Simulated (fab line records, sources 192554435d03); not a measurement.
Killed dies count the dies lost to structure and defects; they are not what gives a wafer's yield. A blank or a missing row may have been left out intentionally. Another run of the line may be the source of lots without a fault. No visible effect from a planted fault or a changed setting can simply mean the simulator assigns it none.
Split-lot study || flow n5-finfet || 7 lots, 39 wafers read, on a route of 1938 steps

== ABOUT THE SPLIT ==
At N5_FIN_SAQP_HM_DEP_03 (deposits SiNx from SiH4/NH3/N2, target thk 38 nm, time 33.6 s), the setting time-s was moved away from the recipe's 33.6 s on 15 of the 39 wafers read, by -42.5% to +53.2%. The other wafers ran this setting at the recipe's value.

== FROM THE SPLIT TO THE READING: what the file shows between them, 4 steps ==
- N5_FIN_SAQP_THK_MEAS_05
- N5_FIN_SAQP_PECVD_47: deposits a-Si from SiH4/He, target thk 45 nm, time 36.3 s
- N5_FIN_SAQP_PECVD_48: deposits SiNx from SiH4/NH3/N2, target thk 25 nm, time 22.1 s
- N5_FIN_SAQP_MANDREL2_REMOVE_60: chemistry HBr/Cl2/O2, target a-Si, stops on SiNx, bt time 10 s

== THE READING ==
etch.depth-nm (the simulator's own value, which no gauge read), in nm, at N5_FIN_SAQP_HM_OPEN_33 (chemistry CH3F/O2, target SiNx, target depth 49.4 nm, time 70.6 s). There is no usual value for it anywhere in the file. Average 37.17 nm, standard deviation 0.47 nm, over the 24 wafers here run with the recipe.

{"wafer": "L074.1", "tool, chamber at the split": "pecvd-04, 2", "time-s as run, s": 33.6, "against the recipe": "recipe", "etch.depth-nm, nm": 37.58, "against lot-mates on the recipe": "-"}
{"wafer": "L074.2", "tool, chamber at the split": "pecvd-04, 1", "time-s as run, s": 33.6, "against the recipe": "recipe", "etch.depth-nm, nm": 37.13, "against lot-mates on the recipe": "-"}
{"wafer": "L074.3", "tool, chamber at the split": "pecvd-04, 0", "time-s as run, s": 33.6, "against the recipe": "recipe", "etch.depth-nm, nm": 37.21, "against lot-mates on the recipe": "-"}
{"wafer": "L074.4", "tool, chamber at the split": "pecvd-04, 0", "time-s as run, s": 51.47, "against the recipe": "+53.2%", "etch.depth-nm, nm": 57.89, "against lot-mates on the recipe": "+20.58"}
{"wafer": "L074.5", "tool, chamber at the split": "pecvd-04, 1", "time-s as run, s": 51.47, "against the recipe": "+53.2%", "etch.depth-nm, nm": 57.55, "against lot-mates on the recipe": "+20.24"}
{"wafer": "L074.6", "tool, chamber at the split": "pecvd-04, 2", "time-s as run, s": 51.47, "against the recipe": "+53.2%", "etch.depth-nm, nm": 58.61, "against lot-mates on the recipe": "+21.30"}
{"wafer": "L076.1", "tool, chamber at the split": "pecvd-02, 1", "time-s as run, s": 33.6, "against the recipe": "recipe", "etch.depth-nm, nm": 37.56, "against lot-mates on the recipe": "-"}
{"wafer": "L076.2", "tool, chamber at the split": "pecvd-02, 2", "time-s as run, s": 33.6, "against the recipe": "recipe", "etch.depth-nm, nm": 36.56, "against lot-mates on the recipe": "-"}
{"wafer": "L076.3", "tool, chamber at the split": "pecvd-02, 0", "time-s as run, s": 33.6, "against the recipe": "recipe", "etch.depth-nm, nm": 37.31, "against lot-mates on the recipe": "-"}
{"wafer": "L076.4", "tool, chamber at the split": "pecvd-02, 2", "time-s as run, s": 33.6, "against the recipe": "recipe", "etch.depth-nm, nm": 38.06, "against lot-mates on the recipe": "-"}
{"wafer": "L076.5", "tool, chamber at the split": "pecvd-02, 1", "time-s as run, s": 33.6, "against the recipe": "recipe", "etch.depth-nm, nm": 37.42, "against lot-mates on the recipe": "-"}
{"wafer": "L076.6", "tool, chamber at the split": "pecvd-02, 0", "time-s as run, s": 33.6, "against the recipe": "recipe", "etch.depth-nm, nm": 37.73, "against lot-mates on the recipe": "-"}
{"wafer": "L078.1", "tool, chamber at the split": "pecvd-02, 0", "time-s as run, s": 33.6, "against the recipe": "recipe", "etch.depth-nm, nm": 37.29, "against lot-mates on the recipe": "-"}
{"wafer": "L078.2", "tool, chamber at the split": "pecvd-02, 2", "time-s as run, s": 23.75, "against the recipe": "-29.3%", "etch.depth-nm, nm": 26.24, "against lot-mates on the recipe": -11.29}
{"wafer": "L078.3", "tool, chamber at the split": "pecvd-02, 1", "time-s as run, s": 23.75, "against the recipe": "-29.3%", "etch.depth-nm, nm": 26.11, "against lot-mates on the recipe": -11.42}
{"wafer": "L078.4", "tool, chamber at the split": "pecvd-02, 2", "time-s as run, s": 33.6, "against the recipe": "recipe", "etch.depth-nm, nm": 37.48, "against lot-mates on the recipe": "-"}
{"wafer": "L078.5", "tool, chamber at the split": "pecvd-02, 0", "time-s as run, s": 33.6, "against the recipe": "recipe", "etch.depth-nm, nm": 37.81, "against lot-mates on the recipe": "-"}
{"wafer": "L078.6", "tool, chamber at the split": "pecvd-02, 1", "time-s as run, s": 23.75, "against the recipe": "-29.3%", "etch.depth-nm, nm": 27.09, "against lot-mates on the recipe": -10.44}
{"wafer": "L086.1", "tool, chamber at the split": "pecvd-04, 0", "time-s as run, s": 19.33, "against the recipe": "-42.5%", "etch.depth-nm, nm": 20.38, "against lot-mates on the recipe": -16.59}
{"wafer": "L086.2", "tool, chamber at the split": "pecvd-04, 1", "time-s as run, s": 19.33, "against the recipe": "-42.5%", "etch.depth-nm, nm": 19.81, "against lot-mates on the recipe": -17.16}
{"wafer": "L086.3", "tool, chamber at the split": "pecvd-04, 2", "time-s as run, s": 19.33, "against the recipe": "-42.5%", "etch.depth-nm, nm": 20.77, "against lot-mates on the recipe": -16.20}
{"wafer": "L086.4", "tool, chamber at the split": "pecvd-04, 0", "time-s as run, s": 33.6, "against the recipe": "recipe", "etch.depth-nm, nm": 37.17, "against lot-mates on the recipe": "-"}
{"wafer": "L086.5", "tool, chamber at the split": "pecvd-04, 1", "time-s as run, s": 33.6, "against the recipe": "recipe", "etch.depth-nm, nm": 36.42, "against lot-mates on the recipe": "-"}
{"wafer": "L086.6", "tool, chamber at the split": "pecvd-04, 2", "time-s as run, s": 33.6, "against the recipe": "recipe", "etch.depth-nm, nm": 37.33, "against lot-mates on the recipe": "-"}
{"wafer": "L092.1", "tool, chamber at the split": "pecvd-03, 2", "time-s as run, s": 33.6, "against the recipe": "recipe", "etch.depth-nm, nm": 36.83, "against lot-mates on the recipe": "-"}
{"wafer": "L092.2", "tool, chamber at the split": "pecvd-03, 0", "time-s as run, s": 33.6, "against the recipe": "recipe", "etch.depth-nm, nm": 36.66, "against lot-mates on the recipe": "-"}
{"wafer": "L092.3", "tool, chamber at the split": "pecvd-03, 1", "time-s as run, s": 48.37, "against the recipe": "+44.0%", "etch.depth-nm, nm": 53.25, "against lot-mates on the recipe": "+16.33"}
{"wafer": "L092.4", "tool, chamber at the split": "pecvd-03, 2", "time-s as run, s": 33.6, "against the recipe": "recipe", "etch.depth-nm, nm": 37.28, "against lot-mates on the recipe": "-"}
{"wafer": "L092.5", "tool, chamber at the split": "pecvd-03, 1", "time-s as run, s": 48.37, "against the recipe": "+44.0%", "etch.depth-nm, nm": 54.43, "against lot-mates on the recipe": "+17.51"}
{"wafer": "L092.6", "tool, chamber at the split": "pecvd-03, 0", "time-s as run, s": 48.37, "against the recipe": "+44.0%", "etch.depth-nm, nm": 54.34, "against lot-mates on the recipe": "+17.42"}
{"wafer": "L095.1", "tool, chamber at the split": "pecvd-02, 0", "time-s as run, s": 40.2, "against the recipe": "+19.6%", "etch.depth-nm, nm": 43.94, "against lot-mates on the recipe": "+7.12"}
{"wafer": "L095.2", "tool, chamber at the split": "pecvd-02, 1", "time-s as run, s": 40.2, "against the recipe": "+19.6%", "etch.depth-nm, nm": 44, "against lot-mates on the recipe": "+7.18"}
{"wafer": "L095.3", "tool, chamber at the split": "pecvd-02, 2", "time-s as run, s": 33.6, "against the recipe": "recipe", "etch.depth-nm, nm": 36.78, "against lot-mates on the recipe": "-"}
{"wafer": "L095.4", "tool, chamber at the split": "pecvd-02, 1", "time-s as run, s": 33.6, "against the recipe": "recipe", "etch.depth-nm, nm": 36.44, "against lot-mates on the recipe": "-"}
{"wafer": "L095.5", "tool, chamber at the split": "pecvd-02, 2", "time-s as run, s": 33.6, "against the recipe": "recipe", "etch.depth-nm, nm": 37.24, "against lot-mates on the recipe": "-"}
{"wafer": "L095.6", "tool, chamber at the split": "pecvd-02, 0", "time-s as run, s": 40.2, "against the recipe": "+19.6%", "etch.depth-nm, nm": 44.45, "against lot-mates on the recipe": "+7.63"}
{"wafer": "L097.1", "tool, chamber at the split": "pecvd-03, 2", "time-s as run, s": 33.6, "against the recipe": "recipe", "etch.depth-nm, nm": 36.1, "against lot-mates on the recipe": "-"}
{"wafer": "L097.3", "tool, chamber at the split": "pecvd-03, 1", "time-s as run, s": 33.6, "against the recipe": "recipe", "etch.depth-nm, nm": 37.17, "against lot-mates on the recipe": "-"}
{"wafer": "L097.6", "tool, chamber at the split": "pecvd-03, 1", "time-s as run, s": 33.6, "against the recipe": "recipe", "etch.depth-nm, nm": 37.52, "against lot-mates on the recipe": "-"}

FIT RESULTS
A straight line over all 39 wafers: etch.depth-nm changes by +0.386 nm for each +1% of time-s; r = +1.00; the points scatter about the line by 0.55 nm.
The same after taking each lot's own level away (the mean of its wafers on the recipe; 39 wafers): +0.388 nm for each +1%; r = +1.00; scatter 0.43 nm.
That fit puts the effect of the largest move of time-s on the reading at 21 nm.
From 36.820 to 37.527 nm: that is the span of the lots' own levels, equal to 1.5 times the standard deviation above.
The two slopes are in agreement: the lot-to-lot level therefore moves the slope only a little.
Check: for one of the wafers moved furthest among these (+53.2%), held out of the fit, the line's prediction against its lot-mates is +20.6 nm. It came out at +20.6 nm against them.

== THE WHOLE CHAIN: every reading that the file lists as answering this split, in the file's order ==
{"step": "N5_FIN_SAQP_HM_DEP_03", "what it does": "deposits SiNx from SiH4/NH3/N2, target thk 38 nm, time 33.6 s", "reading": "SiNx_of_FIN_SAQP_HM_DEP_03.thk-nm (the simulator's own value, which no gauge read)", "change (the file's fit)": "+0.387 nm for each +1% of the setting", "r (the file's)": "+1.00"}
{"step": "N5_FIN_SAQP_THK_MEAS_05", "what it does": "", "reading": "thk-nm", "change (the file's fit)": "withheld for each +1% of the setting", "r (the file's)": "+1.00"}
{"step": "N5_FIN_SAQP_HM_OPEN_33", "what it does": "chemistry CH3F/O2, target SiNx, target depth 49.4 nm, time 70.6 s", "reading": "etch-rf-on-time-s", "change (the file's fit)": "withheld for each +1% of the setting", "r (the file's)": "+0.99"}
{"step": "N5_FIN_SAQP_HM_OPEN_33", "what it does": "chemistry CH3F/O2, target SiNx, target depth 49.4 nm, time 70.6 s", "reading": "etch.depth-nm (the simulator's own value, which no gauge read)", "change (the file's fit)": "+0.388 nm for each +1% of the setting", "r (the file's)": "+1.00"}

== FILE'S OWN FIT ==
etch.depth-nm changes by +0.388 nm for each +1% of time-s, r = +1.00.
